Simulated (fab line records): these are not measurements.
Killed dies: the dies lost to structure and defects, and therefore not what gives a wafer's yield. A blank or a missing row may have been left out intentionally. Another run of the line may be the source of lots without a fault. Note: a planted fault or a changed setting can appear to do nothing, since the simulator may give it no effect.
Chamber matching / flow nand harc / NHARC_P_BONDPAD_CMP_32 on cmp-03: 4 sister chambers
The step polishes SiCN, target thk 200 nm. 8 wafers are shown with their chamber, then 9 later ones without.

## WAFERS, EACH WITH ITS CHAMBER
wafer=L086.2; chamber=2; motor current A (A)=13.2; retaining ring pressure frac=1.003
wafer=L086.4; chamber=3; motor current A (A)=11.8; retaining ring pressure frac=1.003
wafer=L086.5; chamber=2; motor current A (A)=12.7; retaining ring pressure frac=1.000
wafer=L088.5; chamber=0; motor current A (A)=11.0; retaining ring pressure frac=0.999
wafer=L088.6; chamber=1; motor current A (A)=11.8; retaining ring pressure frac=0.996
wafer=L090.1; chamber=0; motor current A (A)=11.0; retaining ring pressure frac=1.004
wafer=L090.2; chamber=1; motor current A (A)=11.9; retaining ring pressure frac=0.993
wafer=L090.4; chamber=3; motor current A (A)=11.8; retaining ring pressure frac=1.002

## WAFERS WITH NO CHAMBER GIVEN
wafer=L092.1; motor current A (A)=12.6; retaining ring pressure frac=1.001
wafer=L092.2; motor current A (A)=13.1; retaining ring pressure frac=0.999
wafer=L092.4; motor current A (A)=11.1; retaining ring pressure frac=1.003
wafer=L095.2; motor current A (A)=13.2; retaining ring pressure frac=1.003
wafer=L095.4; motor current A (A)=12.7; retaining ring pressure frac=1.000
wafer=L095.5; motor current A (A)=13.0; retaining ring pressure frac=1.002
wafer=L096.1; motor current A (A)=11.7; retaining ring pressure frac=0.987
wafer=L096.4; motor current A (A)=12.5; retaining ring pressure frac=1.003
wafer=L096.5; motor current A (A)=11.1; retaining ring pressure frac=1.005

## CHAMBER TAKEN BY EACH
wafer=L092.1; from the rows above=2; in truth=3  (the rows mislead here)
wafer=L092.2; from the rows above=2; in truth=2
wafer=L092.4; from the rows above=0; in truth=0
wafer=L095.2; from the rows above=2; in truth=2
wafer=L095.4; from the rows above=2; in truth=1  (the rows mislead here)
wafer=L095.5; from the rows above=2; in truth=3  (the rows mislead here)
wafer=L096.1; from the rows above=1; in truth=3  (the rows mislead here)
wafer=L096.4; from the rows above=can't be placed: 2 or 3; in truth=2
wafer=L096.5; from the rows above=0; in truth=0
Placed correctly: 4 of 9. Unplaceable from these rows: 1, with the true chamber sitting among the candidates in 1. Wrongly placed: 4.
How it was worked out, from the rows above alone: a wafer's distance from a chamber is the root of the sum, over the readings, of the square of ((its reading less the chamber's mean) divided by the reading's scatter). If the next closest chamber is less than 2 further off than the closest, the wafer can't be placed; otherwise it belongs to the closest. The mean given for a chamber averages the wafers shown for that chamber. How the scatter is found: for the shown wafers, subtract from each reading the mean of its chamber, square and add these, divide the total by (wafers less chambers), then take the root.
